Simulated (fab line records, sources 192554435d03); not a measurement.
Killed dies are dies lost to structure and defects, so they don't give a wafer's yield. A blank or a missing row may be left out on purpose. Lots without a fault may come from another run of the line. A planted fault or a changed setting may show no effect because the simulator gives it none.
Split-lot experiment | flow n5_finfet | 7 lots, 21 wafers read, on a route of 1938 steps

THE SPLIT
At N5_BEOL_M5_ETCH_41 (etches SiCN in CH3F/O2, target depth 31.5 nm, time 56.7 s), the setting source_w was moved away from the recipe's 395 W on 7 of the 21 wafers read, by -6.6% to +17.0%. The other wafers ran this setting at the recipe's value.

The reading is taken at the split's own step.

THE READING
rf_vpp_V, in V, at N5_BEOL_M5_ETCH_41 (etches SiCN in CH3F/O2, target depth 31.5 nm, time 56.7 s). Fault-free wafers of this fab line usually give 297.3 V, standard deviation 1.9 V.

wafer  | tool, chamber at the split | source_w as run, W | against the recipe | rf_vpp_V, V | against lot-mates on the recipe
L074.2 | rie_diel-01, 0             | 446.4              | +13.0%             | 286.0       | -11.4
L074.3 | rie_diel-01, 2             | 395                | recipe             | 296.5       | -
L074.4 | rie_diel-01, 1             | 395                | recipe             | 298.4       | -
L075.2 | rie_diel-01, 3             | 395                | recipe             | 294.9       | -
L075.3 | rie_diel-01, 1             | 372.4              | -5.7%              | 304.9       | +8.2
L075.6 | rie_diel-01, 0             | 395                | recipe             | 298.4       | -
L077.1 | rie_diel-05, 3             | 395                | recipe             | 298.6       | -
L077.5 | rie_diel-05, 2             | 414.5              | +4.9%              | 295.0       | -3.6
L077.6 | rie_diel-05, 1             | 414.5              | +4.9%              | 295.3       | -3.3
L078.1 | rie_diel-05, 1             | 395                | recipe             | 300.8       | -
L078.3 | rie_diel-05, 0             | 395                | recipe             | 295.0       | -
L078.6 | rie_diel-05, 3             | 395                | recipe             | 298.2       | -
L088.2 | rie_diel-01, 3             | 395                | recipe             | 293.4       | -
L088.4 | rie_diel-01, 2             | 395                | recipe             | 296.5       | -
L088.5 | rie_diel-01, 1             | 368.8              | -6.6%              | 305.1       | +10.2
L095.1 | rie_diel-05, 0             | 462                | +17.0%             | 279.5       | -15.4
L095.3 | rie_diel-05, 2             | 462                | +17.0%             | 284.9       | -10.0
L095.5 | rie_diel-05, 0             | 395                | recipe             | 294.9       | -
L096.1 | rie_diel-01, 0             | 395                | recipe             | 297.2       | -
L096.3 | rie_diel-01, 2             | 395                | recipe             | 296.5       | -
L096.5 | rie_diel-01, 0             | 395                | recipe             | 297.6       | -

THE FIT
A straight line over all 21 wafers: rf_vpp_V changes by -0.902 V for each +1% of source_w; r = -0.94; the points scatter about the line by 2.1 V.
The same after taking each lot's own level away (the mean of its wafers on the recipe; 21 wafers): -0.869 V for each +1%; r = -0.94; scatter 2 V.
On that fit, the largest move of source_w shifts the reading by 15 V.
The lots' own levels span 294.90 to 298.60 V, that is 1.9 times the standard deviation above.
So the lot-to-lot level changes the slope little: the two slopes agree.
Check: with one of the wafers moved furthest among these (+17.0%) left out of the fit, the line predicts -13.5 V for it against its lot-mates. It came out at -15.4 V against them.
Tool readings at the split's step, against how far the setting was moved: rf_vpp_V r = -0.94.

OTHER SPLITS ON THESE WAFERS
These wafers also went through other splits before the reading. Each is held against what the fit with the lots' levels taken away leaves over:
other split on the same wafers   | wafers away from the commonest value | r with rf_vpp_V (lot level and that fit taken away)
N5_BEOL_M4_EXPOSE_25 dose_mj     | 9                                    | -0.41
N5_BEOL_M4_ALD_98 ald_cycles     | 7                                    | -0.20
N5_BEOL_M5_ETCH_72 bias_w        | 8                                    | -0.32
N5_BEOL_M5_COAT_22 spin_rpm      | 4                                    | +0.24
N5_BEOL_M5_TRENCH_ETCH_37 bias_w | 9                                    | -0.12

THE FILE'S OWN FIT
rf_vpp_V changes by -0.887 V for each +1% of source_w, r = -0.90.
